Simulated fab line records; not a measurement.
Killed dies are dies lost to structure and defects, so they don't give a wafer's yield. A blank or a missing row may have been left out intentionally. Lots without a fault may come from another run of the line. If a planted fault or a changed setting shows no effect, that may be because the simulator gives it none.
Chamber matching ; flow n5_finfet ; N5_BEOL_M11_ALD_74 on ald_metal-02 has 4 sister chambers
The step deposits TaN, target thk 2 nm, pulse time 2 s, purge time 3 s. 8 wafers are shown with their chamber, then 9 later ones without.

## EACH WAFER AND ITS CHAMBER
wafer;chamber;heater_power_w (W);precursor_vessel_temp_c (C)
L079.3;0;406;75.30
L086.3;3;412;74.98
L092.3;1;378;75.13
L092.5;2;378;74.98
L092.6;1;380;75.04
L093.2;2;376;74.92
L093.3;3;396;75.02
L093.4;0;395;75.11

## WAFERS MISSING THEIR CHAMBER
wafer;heater_power_w (W);precursor_vessel_temp_c (C)
L095.2;371;74.92
L095.5;402;74.97
L095.6;380;74.91
L094.3;401;75.00
L094.5;402;74.84
L094.6;372;75.21
L097.3;372;75.31
L097.4;386;75.04
L097.5;403;74.94

## WHICH CHAMBER EACH ONE RAN IN
wafer;from the rows above;in truth
L095.2;can't be placed: 2 or 1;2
L095.5;3;3
L095.6;can't be placed: 2 or 1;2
L094.3;3;3
L094.5;can't be placed: 3 or 2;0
L094.6;can't be placed: 1 or 2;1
L097.3;can't be placed: 1 or 0 or 2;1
L097.4;can't be placed: 1 or 2 or 3 or 0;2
L097.5;3;3
3 of 9 placed correctly. Cannot be placed on the basis of these rows: 6; the candidates contain the true chamber in 5. Number placed wrongly: 0.
How it was worked out, from the rows above alone: a wafer's distance from a chamber is the root of the sum, over the readings, of the square of ((its reading less the chamber's mean) divided by the reading's scatter). If the next closest chamber is less than 2 further off than the closest, the wafer can't be placed; otherwise it belongs to the closest. The mean given for a chamber averages the wafers shown for that chamber. The scatter: take each reading less its chamber's mean, square it, sum over the shown wafers, divide by the number of wafers less the number of chambers, and take the root.
